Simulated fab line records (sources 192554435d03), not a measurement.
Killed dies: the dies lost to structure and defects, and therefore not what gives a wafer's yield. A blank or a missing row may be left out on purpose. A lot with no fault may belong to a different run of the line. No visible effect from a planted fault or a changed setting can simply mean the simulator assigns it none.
8D (eight disciplines) problem report, filled in by code + flow n5 finfet + the parts of the form that need people (team, actions taken, sign-off) are left out

1. THE ISSUE
A mean of 1350 is read at N5_STI_FIN_REVEAL_INSPECT_13 for raw defect count, taken on 1 wafer of 1 lot, against 13 (standard deviation 5.7) on wafers free of any fault. So: +99 or more standard deviations from the usual mean.
The step: inspects for defects (darkfield).
Seen first at day 7 07:46 on defect inspect-01, wafer L425.4. At this step, 27 wafers from 9 lots have a number in the record. Rule for "out", or "out of limits": more than 4 standard deviations from the usual mean. The other wafers with a number count as sound.

2. WHAT IT IS, WHAT IT ISN'T
| question                    | is                | is not                                         |
|-----------------------------|-------------------|------------------------------------------------|
| which readings at this step | raw defect count  | -                                              |
| which lots                  | L425              | L406, L407, L411, L414, L415, L417, L420, L424 |
| which wafers of those lots  | L425.4            | L425.2, L425.3                                 |
| read on which gauges        | defect inspect-01 | defect inspect-02                              |
| when                        | from day 7 07:46  | up to then (26 sound wafers)                   |

3. WHAT RULES OUT EACH SUSPECT
Counting: if a tool at a process step up to the reading ran every lot that is out, it stays a suspect. Sound lots after the first of them don't rule it out here, since some wafers of a struck lot are sound.
- the gauge at N5_STI_FIN_REVEAL_INSPECT_13 has been ruled out. All the wafers that are out were read on defect inspect-01, but those of them that N5_PASSIVATION_PROBE_49 has rows for are out there too, on other tools.
- rie diel-02 at N5_FIN_CUT_ETCH_21 (etches SOC in N2/H2, target depth 219 nm, overetch 43.8 nm, time 523.5 s): kept. It ran the lot that is out, L425 (day 6 22:13); its last sound lot up to then is L424 (day 6 14:44).
- ald sin-04 at N5_STI_FIN_REVEAL_ALD_00 (deposits SiO2, target thk 1 nm, pulse time 1 s): kept. It ran the lot that is out, L425 (day 6 23:05); its last sound lot up to then is L424 (day 6 15:36).
- plasma asher-01 at N5_STI_FIN_REVEAL_OXIDATION_31 (chemistry O2 PLASMA REMOTE, time 20 s): kept. It ran the lot that is out, L425 (day 7 07:08); its last sound lot up to then is L415 (day 4 19:27).
- In rie diel-02 at N5_FIN_CUT_ETCH_21, the wafers that are out were processed in chamber 2 and their sound lot-mates in chambers 0, 3.
- In ald sin-04 at N5_STI_FIN_REVEAL_ALD_00, the wafers that are out were processed in chamber 0 and their sound lot-mates in chambers 2, 3.
- The sound lot-mates ran in chamber 0 of plasma asher-01 at N5_STI_FIN_REVEAL_OXIDATION_31, but the wafers that are out ran in chamber 1.
After the count, these remain: rie diel-02 at N5_FIN_CUT_ETCH_21, ald sin-04 at N5_STI_FIN_REVEAL_ALD_00 and plasma asher-01 at N5_STI_FIN_REVEAL_OXIDATION_31.

4. THE CAUSE (what the simulator had put in)
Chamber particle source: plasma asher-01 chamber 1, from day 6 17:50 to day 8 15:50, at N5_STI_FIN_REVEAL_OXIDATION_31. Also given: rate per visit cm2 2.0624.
Of the 3 suspects that counting leaves, this tool is one.

5. THE CHAIN OF EFFECTS, in route order
One row per reading whose mean, taken over the struck wafers that have a number, lies over 3 standard deviations from the usual. Only readings whose record carries a usual standard deviation are examined. hours: median over the lots of the time between each lot's start at the first step of this table that gives one and its start at this step. sigmas: the change, counted in usual standard deviations.
| hours | step                         | reading              | usual  | on struck wafers | change | sigmas      |
|-------|------------------------------|----------------------|--------|------------------|--------|-------------|
| 0     | N5_STI_FIN_REVEAL_INSPECT_13 | raw defect count     | 13     | 1350             | +1337  | +99 or more |
| 247   | N5_PASSIVATION_PROBE_49      | defect limited yield | 91.2 % | 81.3             | -9.9   | -7.1        |
| 247   | N5_PASSIVATION_PROBE_49      | killed at front end  | 42     | 180              | +138   | +12         |
| 247   | N5_PASSIVATION_PROBE_49      | killed dies          | 104    | 221              | +117   | +6.9        |
| 247   | N5_PASSIVATION_PROBE_49      | sort_bin_5_function  | 5.1 %  | 11.4             | +6.3   | +6.7        |
| 247   | N5_PASSIVATION_PROBE_49      | sort n pass          | 1074   | 959              | -115   | -4.8        |
| 247   | N5_PASSIVATION_PROBE_49      | sort yield pct       | 91.1 % | 81.3             | -9.8   | -4.9        |
It contains these process steps:
- N5_PASSIVATION_PROBE_49
At these later measuring or inspecting steps, every struck wafer for which the step has a row has a number for every such reading, and none has moved that far: N5_BEOL_M4_RC_MEAS_101.

6. WHAT WOULD HAVE CAUGHT IT SOONER
In this record the first reading out of limits at a measuring or inspecting step was taken at day 7 07:46, 14 hours after the fault began at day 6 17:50.
Of the tool readings at N5_STI_FIN_REVEAL_OXIDATION_31 for which the record gives a usual standard deviation, none was out on any struck wafer, so an alarm limit of 4 standard deviations on them would not have fired.
By day 7 07:46 the whole set of lots that are out, 1 in number, had already begun N5_STI_FIN_REVEAL_OXIDATION_31 on plasma asher-01. Holding the tool at that point would not have protected any of them.
